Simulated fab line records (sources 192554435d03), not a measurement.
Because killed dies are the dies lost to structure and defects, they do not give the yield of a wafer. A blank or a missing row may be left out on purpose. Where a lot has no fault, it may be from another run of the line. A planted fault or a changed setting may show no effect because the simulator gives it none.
fab line records -- flow n5_finfet
[record] lots = 5, wafers = 15, last_day = 16
route steps=1938 shown BEOL_M0_SAQP@644 BEOL_M4@1111 PASSIVATION@1936
lots with no fault: from the same line, run without faults
start_h: start of the lot's first displayed wafer, in hours after the record's first day -- wait_h: hours from the lot's prior step to this one -- " unchanged from the row above -- L1.1+2: a row that stands for several wafers -- - no value present, or no start provided -- * or withheld: withheld -- < > ~ a bound
route shown NAME@n: NAME is a module with steps in the file, n the number in the route of the first one -- usual: average and standard deviation across the fault-free wafers -- same: alike in all rows -- chamber/n: place in a boat -- sites: each site's reading -- _std_site: the values' standard deviation -- _edge_site: mean of outer sites minus mean of inner sites -- radius_mm: for every site, how far away it sits from the centre of the wafer -- mask NAME#n: copy n -- behind: tool/chamber where the wafer was last shaped -- hold: why the lot was held/for how many hours/how that ended -- device: the transistor (n, p or np) that didn't switch -- end of line: the tests these same wafers got at the end of their route -- a step without rows: its recipe alone -- killed: count of dies lost to structure and defects at first sort (not the wafer's yield) -- map: a wafer's dies, marking killed ones x, the rest . and places with no die _
set.NAME: the run value of the setting; set.NAME@STEP: its run value at that earlier step -- model.NAME: the simulator's own value behind a step, which no gauge read
lots seen at some steps along the route; tables by step, rows by wafer
services: when a tool's chamber went out of use (start_h, in hours from the record's first day, below 0 if earlier), for how many hours, and the reason
[[steps]]
[step N5_BEOL_M0_SAQP_EBR_10]
[recipe] solvent = PGMEA, ebr_width_mm = 1.5
[step N5_BEOL_M0_SAQP_SOFTBAKE_09]
[recipe] temp_c = 110, time_s = 60, resist = CAR-ArF
[step N5_BEOL_M0_SAQP_EXPOSE_11]
[recipe] mask_id = M0_CORE, na = 1.35, source_shape = dipole, sigma_inner = 0.538, sigma_outer = 0.738, polarization = te, target_cd_nm = 42, dose_mj = 55
[step N5_BEOL_M0_SAQP_PEB_12]
[recipe] peb_temp_c = withheld, peb_time_s = 60, resist = CAR-ArF
[step N5_BEOL_M0_SAQP_DEVELOP_13]
[recipe] develop_time_s = 30, developer = TMAH, resist = CAR-ArF, dev_temp_c = 23, rinse_liquid = diw, dry = air_spin
[step N5_BEOL_M0_SAQP_DESCUM_19]
[recipe] chemistry = O2, time_s = 7.9, source_power_w = 50, bias_power_w = 20, pressure_mtorr = 20, rf_frequency_hz = 2.712e+07, temp_c = 40, resist = CAR-ArF, o2_flow_sccm = 225
[step N5_BEOL_M0_SAQP_ETCH_83]
[recipe] chemistry = CF4, target = SiARC, target_depth_a = 390, mask_material = CAR-ArF, time_s = 65, ion_energy_ev = 80, pressure_mtorr = 40, source_w = 545, bias_w = 36, Ar_flow_sccm = 100, cf4_flow_sccm = 100, ends = cleared
[step N5_BEOL_M0_SAQP_ETCH_84]
[recipe] chemistry = N2/H2, target = SOC, target_depth_a = 1000, overetch_a = 200, mask_material = SiARC, temp_c = 40, time_s = 150, ion_energy_ev = 200, pressure_mtorr = 30, source_w = 840, bias_w = 150, n2_flow_sccm = 200, h2_flow_sccm = 200
[step N5_BEOL_M0_SAQP_STRIP_80]
[recipe] chemistry = N2/H2, temp_c = 40, n2_flow_sccm = 200, h2_flow_sccm = 200, rf_frequency_hz = 6e+07
[step N5_BEOL_M0_SAQP_HM_OPEN_112]
[recipe] chemistry = CHF3/O2, target = SiO2, stop_on = a-Si, target_depth_a = 120, over_etch_frac = 1.25, mask_material = SOC, time_s = 13.5, pressure_mtorr = 30, source_w = 650, bias_w = 170, Ar_flow_sccm = 200, CHF3_flow_sccm = 50, O2_flow_sccm = 5, ion_energy_ev = 200, ends = end_point
[usual] drypump_motor_current_A = 5.73/0.26, oes_product_au = 0.51/0.049, over_etch_frac = 1.25/0, rf_vpp_V = 526/10, showerhead_plenum_p_Torr = 2.41/0.073, throttle_valve_pct = 18.88/0.23
lot.wafer,tool,chamber,start_h,wait_h,drypump_motor_current_A,oes_product_au,over_etch_frac,rf_hours_counter_h,rf_vpp_V,showerhead_plenum_p_Torr,throttle_valve_pct,model.SOC_of_BEOL_M0_SAQP_COAT_81.thk_nm,model.SiARC_of_BEOL_M0_SAQP_COAT_82.thk_nm,model.a-Si_of_BEOL_M0_SAQP_PECVD_04.thk_nm
L850.4,rie_diel-05,0,112.76,0.0,5.84,0.51,1.25,123,519,2.32,19.05,100,4.4,61.2
L850.5,rie_diel-05,0,112.76,0.0,5.85,0.52,1.25,-,517,2.32,19.04,99.8,4.4,60.2
L850.6,rie_diel-05,1,112.76,0.0,5.74,0.49,1.25,-,541,2.40,18.44,99.6,5.2,60.8
L858.1,rie_diel-05,1,157.64,0.0,5.77,0.43,2.3493,154,542,2.39,18.42,94.6,0,55.8
L858.4,rie_diel-05,0,157.64,0.0,5.85,0.43,2.3493,137,516,2.32,19.03,93.8,0,58
L858.5,rie_diel-05,0,157.64,0.0,5.85,0.43,2.3493,-,518,2.32,19.04,94,0,58.2
L859.1,rie_diel-05,3,164.49,0.0,6.09,0.52,2.3493,7,542,2.57,18.92,96.6,0,57.4
L859.2,rie_diel-05,2,164.49,0.0,5.60,0.48,2.3493,51,524,2.45,18.66,95.6,0,57.2
L859.6,rie_diel-05,1,164.49,0.0,5.72,0.42,2.3493,-,540,2.39,18.45,96,0,58.6
L860.3,rie_diel-05,3,168.32,0.0,6.09,0.52,2.3493,9,543,2.57,18.90,95.2,0,56.8
L860.5,rie_diel-05,0,168.32,0.0,5.86,0.43,2.3493,-,517,2.32,19.03,94.6,0,57.2
L860.6,rie_diel-05,1,168.32,0.0,5.74,0.41,2.3493,-,540,2.39,18.45,94.8,0,58.2
L868.3,rie_diel-03,3,215.61,0.0,5.25,0.48,1.25,189,516,2.41,19.00,100.2,4.8,59.8
L868.5,rie_diel-03,3,215.61,0.0,5.26,0.48,1.25,-,514,2.41,19.00,100.2,4.8,60
L868.6,rie_diel-03,0,215.61,0.0,5.38,0.46,1.25,-,533,2.38,18.95,100,4.6,59.4
[step N5_BEOL_M0_SAQP_STRIP_113]
[recipe] chemistry = CHF3/O2, resist = SiARC, rf_frequency_hz = 6e+07
[step N5_BEOL_M0_SAQP_MANDREL_ETCH_20]
[recipe] target_depth_a = 600, chemistry = HBr/Cl2, target = a-Si, stop_on = SiNx, bt_time_s = 10, mask_material = SOC, over_etch_frac = 0.5, time_s = 30, pressure_mtorr = 10, icp_w = 800, bias_w = 75, HBr_flow_sccm = 150, Cl2_flow_sccm = 80, ends = end_point
[usual] drypump_motor_current_A = 5.8/0.5, oes_product_au = 0.780/0.012, throttle_valve_pct = 35.5/0.32
lot.wafer,tool,chamber,start_h,wait_h,drypump_motor_current_A,oes_product_au,rf_hours_counter_h,throttle_valve_pct,model.SOC_of_BEOL_M0_SAQP_COAT_81.thk_nm,model.etch.depth_nm
L850.4,rie_si-06,3,112.85,0.0,5.5,0.797,67,35.4,76,61.17
L850.5,rie_si-06,0,112.85,0.0,6.7,0.803,-,35.9,76.4,60.27
L850.6,rie_si-06,1,112.85,0.0,6.7,0.790,-,35.0,75.4,60.8
L858.1,rie_si-06,1,157.72,0.0,6.7,0.744,107,35.1,69.8,55.8
L858.4,rie_si-06,3,157.72,0.0,5.5,0.783,67,35.5,69.8,58.08
L858.5,rie_si-06,3,157.72,0.0,5.5,0.784,-,35.4,70,58.11
L859.1,rie_si-06,1,164.57,0.0,6.7,0.747,107,35.1,72.4,57.38
L859.2,rie_si-06,2,164.57,0.0,5.0,0.770,21,35.8,71.8,57.22
L859.6,rie_si-06,0,164.57,0.0,6.7,0.786,-,36.0,72.8,58.69
L860.3,rie_si-01,1,168.40,0.0,5.2,0.740,87,35.3,70.6,56.85
L860.5,rie_si-01,1,168.40,0.0,5.2,0.748,-,35.3,70,57.21
L860.6,rie_si-01,2,168.40,0.0,5.6,0.776,-,35.1,69.4,58.28
L868.3,rie_si-04,3,215.69,0.0,5.7,0.776,120,36.0,76.2,59.79
L868.5,rie_si-04,0,215.69,0.0,6.0,0.781,-,35.3,76.2,59.99
L868.6,rie_si-04,1,215.69,0.0,5.8,0.774,-,35.5,76.4,59.49
[step N5_BEOL_M0_SAQP_STRIP_86]
[recipe] chemistry = N2/H2, power_w = 500, temp_c = 40, pressure_mtorr = 50, rf_frequency_hz = 6e+07, overash_fraction = 0.3, bias_power_w = 28, h2_frac = 0.5, n2_flow_sccm = 300, h2_flow_sccm = 300
[step N5_BEOL_M0_SAQP_STRIP_115]
[recipe] chemistry = post_etch_residue_remover, time_s = 60, temp_c = 25, remover_ph = withheld, remover_water_wt_pct = withheld, remover_fluoride_wt_pct = withheld
[step N5_BEOL_M0_SAQP_SRD_93]
[recipe] dry = ipa_marangoni, time_s = 30, temp_c = 23, rinse_liquid = diw
[step N5_BEOL_M0_SAQP_RECESS_114]
[recipe] chemistry = HF/NH3, target = SiO2, target_depth_a = 144, afs_cycles = 3, temp_c = 30, sublimation_temp_c = 180, sublimation_time_s = 60
[step N5_BEOL_M0_SAQP_SPACER1_ALD_98]
[recipe] material = SiO2, target_thk_a = 128, temp_c = 300, ald_precursor_family = BDEAS, ald_co_reactant = O2-plasma, pulse_time_s = 1, purge_time_s = 2, co_reactant_purge_time_s = 2, ald_cycles = 138, pressure_torr = 2
[step N5_BEOL_M0_SAQP_SPACER1_ETCHBACK_99]
[recipe] chemistry = CHF3/O2, mode = anisotropic_etchback, target = SiO2, target_depth_a = 154, time_s = 7.7, pressure_mtorr = 30, source_w = 650, bias_w = 170, Ar_flow_sccm = 200, CHF3_flow_sccm = 50, O2_flow_sccm = 5, ion_energy_ev = 200
[usual] drypump_motor_current_A = 5.7/0.3, oes_product_au = 0.77/0.074, rf_vpp_V = 526/9.4, showerhead_plenum_p_Torr = 2.41/0.074, throttle_valve_pct = 18.97/0.19
lot.wafer,tool,chamber,start_h,wait_h,drypump_motor_current_A,oes_product_au,rf_hours_counter_h,rf_vpp_V,showerhead_plenum_p_Torr,throttle_valve_pct,model.a-Si_of_BEOL_M0_SAQP_PECVD_04.thk_nm
L850.4,rie_diel-05,0,114.01,0.3,5.8,0.79,123,518,2.32,19.09,60.6
L850.5,rie_diel-05,3,114.01,0.3,6.2,0.67,-,535,2.28,19.41,59.6
L850.6,rie_diel-05,2,114.01,0.3,5.6,0.89,-,523,2.45,18.75,60.2
L858.1,rie_diel-03,3,158.81,0.3,5.2,0.75,171,516,2.42,19.03,55.2
L858.4,rie_diel-03,3,158.81,0.3,5.3,0.75,-,517,2.42,19.04,57.4
L858.5,rie_diel-03,1,158.81,0.3,6.2,0.72,-,527,2.31,19.05,57.4
L859.1,rie_diel-03,2,165.67,0.3,5.5,0.95,1,531,2.57,18.76,56.8
L859.2,rie_diel-03,1,165.67,0.3,6.2,0.72,187,527,2.30,19.07,56.6
L859.6,rie_diel-03,0,165.67,0.3,5.4,0.72,-,532,2.38,19.02,58
L860.3,rie_diel-05,3,169.49,0.3,6.1,0.92,9,544,2.57,18.98,56.2
L860.5,rie_diel-05,0,169.49,0.3,5.8,0.77,-,517,2.32,19.15,56.6
L860.6,rie_diel-05,1,169.49,0.3,5.7,0.74,-,540,2.39,18.53,57.6
L868.3,rie_diel-03,0,217.74,0.3,5.4,0.71,209,531,2.38,19.03,59.2
L868.5,rie_diel-03,0,217.74,0.3,5.4,0.71,-,533,2.38,19.02,59.4
L868.6,rie_diel-03,3,217.74,0.3,5.2,0.74,-,514,2.41,19.06,58.8
[step N5_BEOL_M0_SAQP_MANDREL1_REMOVE_100]
[recipe] chemistry = HBr/Cl2/O2, bt_time_s = 10, target = a-Si, stop_on = SiNx, endpoint = OES-SiCl, over_etch_frac = 0.85, icp_w = 600, bias_w = 30, HBr_flow_sccm = 150, Cl2_flow_sccm = 80, O2_flow_sccm = 5, pressure_mtorr = 10
[step N5_BEOL_M4_RC_MEAS_101]
[usual] DIBL_N = 36.6/2.1, DIBL_P = 36.3/2.2, IOFF_N = 0.16/0.036, IOFF_P = 0.21/0.038, ION_N = 671/12, ION_P = 460/7.5, SS_N = 71.8/0.72, SS_P = 73.3/0.72, VT_N = 250/3.2, VT_P = -250/3.5
lot.wafer,tool,chamber,start_h,wait_h,DIBL_N[mV/V],DIBL_P[mV/V],IOFF_N[nA/um],IOFF_P[nA/um],ION_N[uA/um],ION_P[uA/um],SS_N[mV/dec],SS_P[mV/dec],VT_N[mV],VT_P[mV]
L850.4,prober-02,0,162.96,0.5,35.6,35.0,0.11,0.15,654,446,71.3,72.2,254,-256
L850.5,prober-02,0,162.96,0.5,36.3,36.0,0.13,0.15,661,447,71.0,72.6,254,-258
L850.6,prober-02,0,162.96,0.5,38.2,39.1,0.17,0.20,675,459,72.3,73.1,250,-255
L858.1,prober-01,0,208.95,0.0,34.1,33.5,0.14,0.18,662,451,70.5,73.2,252,-253
L858.4,prober-01,0,208.95,0.0,34.2,35.0,0.14,0.20,673,466,70.8,72.8,251,-253
L858.5,prober-01,0,208.95,0.0,33.3,33.0,0.13,0.18,665,458,70.1,72.7,251,-253
L859.1,prober-02,0,218.49,0.0,34.6,35.7,0.15,0.20,680,468,71.6,72.4,248,-249
L859.2,prober-02,0,218.49,0.0,35.4,36.6,0.16,0.22,680,468,72.0,73.2,249,-250
L859.6,prober-02,0,218.49,0.0,37.0,38.1,0.18,0.23,672,460,71.9,73.1,249,-247
L860.3,prober-01,0,223.83,0.3,36.1,36.4,0.18,0.26,682,473,71.9,72.5,248,-244
L860.5,prober-01,0,223.83,0.3,35.9,36.6,0.17,0.26,670,460,71.7,73.4,248,-245
L860.6,prober-01,0,223.83,0.3,36.5,36.7,0.19,0.25,692,476,71.7,73.0,247,-244
L868.3,prober-02,0,275.32,0.3,33.5,34.4,0.12,0.17,661,449,71.8,71.9,253,-254
L868.5,prober-02,0,275.32,0.3,36.6,37.1,0.17,0.21,667,452,71.8,74.0,251,-250
L868.6,prober-02,0,275.32,0.3,34.3,34.8,0.14,0.18,676,463,71.0,72.6,250,-251
[step N5_PASSIVATION_PROBE_49]
[usual] defect_limited_yield = 91.1/1.4, killed_at_M0_to_M3 = 33/9.1, killed_at_M4_up = 14/5.6, killed_at_contacts = 13/5.7, killed_at_front_end = 42/12, killed_at_other = 4/3, killed_dies = 105/16, killed_on_rim = 13/4, killed_open = 69/11, killed_short = 34/7.5, sort_bin_5_function = 5.2/0.91, sort_bin_6_memory = 3.3/0.64, sort_n_pass = 1075/16, sort_yield_pct = 91.1/1.4
[same] gross_dies = 1180, killed_at_back_side = 0, sort_bin_4_leakage[%] = 0, sort_bin_8_speed[%] = 0
lot.wafer,tool,chamber,start_h,wait_h,defect_limited_yield[%],killed_at_M0_to_M3,killed_at_M4_up,killed_at_contacts,killed_at_front_end,killed_at_other,killed_dies,killed_on_rim,killed_open,killed_short,sort_bin_5_function[%],sort_bin_6_memory[%],sort_n_pass,sort_yield_pct[%]
L850.4,prober-02,-,262.88,0.2,91.2,35,20,12,36,1,104,8,69,35,5.9,2.4,1076,91.2
L850.5,prober-02,-,262.93,0.2,90.7,50,26,4,29,1,110,12,66,37,5.3,3.8,1070,90.7
L850.6,prober-02,-,262.98,0.3,90.8,31,19,9,50,0,109,8,71,38,5.4,3.5,1071,90.8
// killed by level:class
L850.4 FIN_SAQP:geometric_particle:short=11 BEOL_M3:geometric_particle:open=11 MOL_CONTACT_COAG:geometric_particle:open=10 BEOL_M0_SAQP:geometric_particle:short=8 STI_FIN_REVEAL:geometric_particle:open=7 BEOL_M4:geometric_particle:open=7 FIN_SAQP:geometric_particle:open=5 GATE_CUT:geometric_particle:open=5
L850.5 BEOL_M4:geometric_particle:open=10 BEOL_M3:geometric_particle:open=9 FIN_SAQP:geometric_particle:open=7 BEOL_M0_SAQP:geometric_particle:short=7 BEOL_M0_SAQP:geometric_particle:open=7 BEOL_M1:geometric_particle:open=7 STI_FIN_REVEAL:geometric_particle:open=6 BEOL_M2:geometric_particle:open=5
L850.6 FIN_SAQP:geometric_particle:open=18 BEOL_M0_SAQP:geometric_particle:short=11 BEOL_M0_SAQP:geometric_particle:open=11 FIN_SAQP:geometric_particle:short=9 MOL_CONTACT_COAG:geometric_particle:open=9 STI_FIN_REVEAL:geometric_particle:open=8 BEOL_M4:geometric_particle:open=7 GATE_CUT:geometric_particle:short=4
[[services]]
tool,chamber,start_h,hours,kind
rie_si-04,1,93.20,8.0,repair
rie_diel-03,2,100.80,22.0,repair
rie_diel-03,2,125.25,-,clean
rie_diel-03,2,125.25,-,consumable_replace:focus_ring
rie_diel-03,2,125.25,-,consumable_replace:showerhead
rie_diel-03,2,125.25,35.9,scheduled_down
rie_diel-03,2,125.25,35.9,vent_cycle
rie_diel-05,3,126.60,-,clean
rie_diel-05,3,126.60,-,consumable_replace:focus_ring
rie_diel-05,3,126.60,-,consumable_replace:showerhead
rie_diel-05,3,126.60,13.2,scheduled_down
rie_diel-05,3,126.60,13.2,vent_cycle
rie_diel-05,2,147.57,7.4,repair
rie_si-04,-,179.37,2.8,pm
rie_si-04,2,193.93,5.0,repair
rie_diel-03,2,214.25,38.8,repair
[[key]]
[first_sign] step = N5_BEOL_M0_SAQP_HM_OPEN_112, reading = over_etch_frac, direction = up, sigmas = 99+, usual = 1.25, struck = 2.3493
effect none on later readings
[model_effect] step = N5_BEOL_M0_SAQP_HM_OPEN_112, value = SOC_of_BEOL_M0_SAQP_COAT_81.thk_nm, without = 99.82, struck = 95.02
[model_effect] step = N5_BEOL_M0_SAQP_MANDREL_ETCH_20, value = SOC_of_BEOL_M0_SAQP_COAT_81.thk_nm, without = 75.58, struck = 70.73
[model_effect] step = N5_BEOL_M0_SAQP_SPACER1_ETCHBACK_99, value = a-Si_of_BEOL_M0_SAQP_PECVD_04.thk_nm, without = 59.6, struck = 56.87
met_at N5_BEOL_M0_SAQP_HM_OPEN_112
struck_wafers L858.1,L858.4,L858.5,L859.1,L859.2,L859.6,L860.3,L860.5,L860.6
onset_between 112.76 157.64
[fault] kind = process_parameter_drift, tool = rie_diel-05, chamber = -, onset_h = 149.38, steps = N5_BEOL_M0_SAQP_HM_OPEN_112, channel = over_etch_frac, offset = 1.0993, shape = step, end_h = 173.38, acts_in = these_recipes_only, stated = 1.25
